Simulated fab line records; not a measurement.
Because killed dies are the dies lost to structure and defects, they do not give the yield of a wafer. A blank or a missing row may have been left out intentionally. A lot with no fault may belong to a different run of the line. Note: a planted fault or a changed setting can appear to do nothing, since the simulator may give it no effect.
Comparing a struck lot with a sound one | flow n5-finfet | 18 steps out of a route of 1938
Sound: the wafers L840.1, L840.2, L840.4. Wafers L847.1, L847.3, L847.4 were the ones struck. The cause is named last.
Order at every step that has rows: each side's tool, ch and its chambers, its first start. Under that, the readings that differ: sound wafers | struck wafers | difference of the means | sigmas: that difference in standard deviations of wafers without a fault.
alike: words and numbers the same on both sides, and readings whose means are apart by under 2 such deviations; not compared: readings that were withheld, readings missing a value for some wafer, numbers with overlapping values and no deviation given by the record, and bounds like >300 which may hide the same value.
The two part at a step that has a row with sigmas, a row that says differs or no value, or rows on one side only. When numbers do not overlap yet have no deviation, they are printed without sigmas and do not part them. Lack of a reading on every wafer of one side parts them only where that side has two or more wafers.

first, 2 steps without rows for these wafers: N5_BEOL_M2_STRIP_65 (strips in N2/H2); N5_BEOL_M2_STRIP_75 (strips in N2/H2).
N5_BEOL_M2_STRIP_66: strips in CF4.
  sound on rie-diel-01 ch 0,1,3, day 6 20:53; struck on rie-diel-03 ch 0,2,3, day 8 15:47
  alike: chamber-pressure-mTorr, drypump-motor-current-A, oes-product-au, rf-vpp-V, showerhead-plenum-p-Torr, throttle-valve-pct
  not compared: rf-hours-counter-h
N5_BEOL_M2_HM_OPEN_17: chemistry Cl2/BCl3, target TiN, target depth 20 nm, overetch 6 nm.
  sound on rie-metal-03 ch 0,1, day 6 20:55; struck on rie-metal-01 ch 0,1, day 8 15:50
  alike: chamber-pressure-mTorr, drypump-motor-current-A, mfc-cl2-sccm, oes-product-au, throttle-valve-pct
  not compared: rf-hours-counter-h
N5_BEOL_M2_STRIP_19: strips in O2.
  sound on rie-diel-01 ch 1,2,3, day 6 21:02; struck on rie-diel-05 ch 1,2, day 8 16:04
  reading                        | sound                | struck               | difference | sigmas
  chamber-pressure-mTorr (mTorr) | 30.039 30.074 30.028 | 29.936 29.965 29.946 | -0.098     | -4
  alike: drypump-motor-current-A, oes-product-au, rf-vpp-V, showerhead-plenum-p-Torr, throttle-valve-pct
  not compared: rf-hours-counter-h
N5_BEOL_M2_CD_MEAS_18: pitch 36 nm, target cd 18 nm.
  sound: cd-sem-03 at day 6 21:06; struck: cd-sem-01 at day 8 16:08
  alike: cd-nm
then, 6 steps without rows for these wafers: N5_BEOL_M2_COAT_67 (time 60 s, resist thk 60 nm); N5_BEOL_M2_COAT_68 (time 60 s, resist thk 12 nm); N5_BEOL_M2_COAT_76 (time 60 s, resist thk 5 nm); N5_BEOL_M2_COAT_22 (resist thk 30 nm); N5_BEOL_M2_EBR_24; N5_BEOL_M2_SOFTBAKE_23 (time 60 s).
N5_BEOL_M2_EXPOSE_25: exposes mask V1, defocus 5 nm.
  sound on euv-scanner-01 ch 0, day 6 21:24; struck on euv-scanner-01 ch 0, day 8 16:18
  reading              | sound             | struck            | difference | sigmas
  exposure-dose-mJ-cm2 | 62.90 62.93 62.99 | 67.53 67.48 67.56 | +4.58      | +57
  alike: mask
then, 2 steps without rows for these wafers: N5_BEOL_M2_PEB_26 (peb time 60 s); N5_BEOL_M2_DEVELOP_27 (develop time 30 s).
N5_BEOL_M2_CD_MEAS_28: target cd 26.2 nm, target cd y 24.1 nm.
  sound on cd-sem-02 ch 0, day 6 21:32; struck on cd-sem-02 ch 0, day 8 16:26
  reading    | sound             | struck            | difference | sigmas
  cd-nm (nm) | 26.16 26.02 26.02 | 27.63 27.26 27.29 | +1.33      | +5
N5_BEOL_M2_OVL_MEAS_29:
  sound on overlay-01 ch 0, day 6 21:34; struck on overlay-02 ch 0, day 8 16:28
  alike: V1_OVL
after that, 1 step had no rows for these wafers: N5_PASSIVATION_PROBE_49.

## WHERE THEY PART
First at N5_BEOL_M2_STRIP_19; last, within this record, at N5_BEOL_M2_CD_MEAS_28. Later steps at which nothing parts them and some readings are alike: N5_BEOL_M2_OVL_MEAS_29.

WHY: what the simulator had put in
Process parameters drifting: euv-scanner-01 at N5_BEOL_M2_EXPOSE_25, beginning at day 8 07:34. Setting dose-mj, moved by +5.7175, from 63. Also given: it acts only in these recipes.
